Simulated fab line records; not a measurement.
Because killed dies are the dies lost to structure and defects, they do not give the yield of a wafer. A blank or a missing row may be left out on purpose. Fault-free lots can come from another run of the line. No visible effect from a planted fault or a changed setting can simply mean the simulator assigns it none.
Matching of chambers	flow nand harc	rie diel-06 running NHARC_A_STAIRCASE_ETCH_444: 4 sister chambers
The step etches the open film in C4F8/O2, target depth 10200 nm, time 3400 s. 22 wafers are shown with their chamber, then 11 later ones without.

WAFERS PAIRED WITH THEIR CHAMBERS
wafer	chamber	rf vpp V (V)	oes product au (a.u.)
L077.1	3	815	0.920
L077.2	0	812	0.925
L077.6	3	814	0.917
L080.3	1	809	0.925
L080.4	0	813	0.928
L080.5	0	812	0.925
L082.1	1	808	0.925
L082.5	1	808	0.918
L082.6	2	813	0.929
L084.3	1	809	0.938
L084.5	3	813	0.920
L084.6	0	812	0.919
L086.1	1	807	0.933
L086.2	3	814	0.920
L086.4	2	815	0.936
L085.1	2	814	0.930
L085.3	3	813	0.921
L085.5	0	812	0.923
L088.1	0	812	0.936
L088.3	2	814	0.930
L088.4	3	814	0.925
L094.1	3	813	0.934

SIGNATURES, as means of the wafers listed above
reading	chamber 0	chamber 1	chamber 2	chamber 3	scatter within a chamber
rf vpp V	812.17	808.20	814.00	813.71	0.71
oes product au	0.92600	0.92780	0.93125	0.92243	0.0059
Rule: distance of a wafer from a chamber = root of the sum over the readings of ((wafer's reading minus chamber's mean) / reading's scatter) squared. The wafer belongs to the nearest chamber; if the next one is less than 2 further off, it can't be placed. The scatter is the square root of a quotient: the sum, over the shown wafers, of each reading's squared deviation from its chamber's mean, divided by wafers minus chambers.

WAFERS MISSING THEIR CHAMBER
wafer	rf vpp V (V)	oes product au (a.u.)
L094.2	812	0.956
L094.5	807	0.948
L094.3	807	0.948
L094.4	814	0.948
L094.6	812	0.957
L093.2	811	0.952
L093.4	808	0.941
L093.6	816	0.952
L097.1	806	0.965
L097.4	813	0.976
L097.5	812	0.986

CHAMBER TAKEN BY EACH
wafer	from the rows above	in truth
L094.2	can't be placed: 2 or 0 or 3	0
L094.5	1	1
L094.3	1	1
L094.4	can't be placed: 2 or 3 or 0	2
L094.6	can't be placed: 2 or 0 or 3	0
L093.2	can't be placed: 0 or 2 or 1 or 3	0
L093.4	1	1
L093.6	can't be placed: 2 or 3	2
L097.1	1	1
L097.4	can't be placed: 2 or 0 or 3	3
L097.5	can't be placed: 2 or 0 or 3 or 1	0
Correct placement for 4 of the 11. These rows do not allow placing 7 (true chamber among the candidates in 7). 0 placed wrongly.
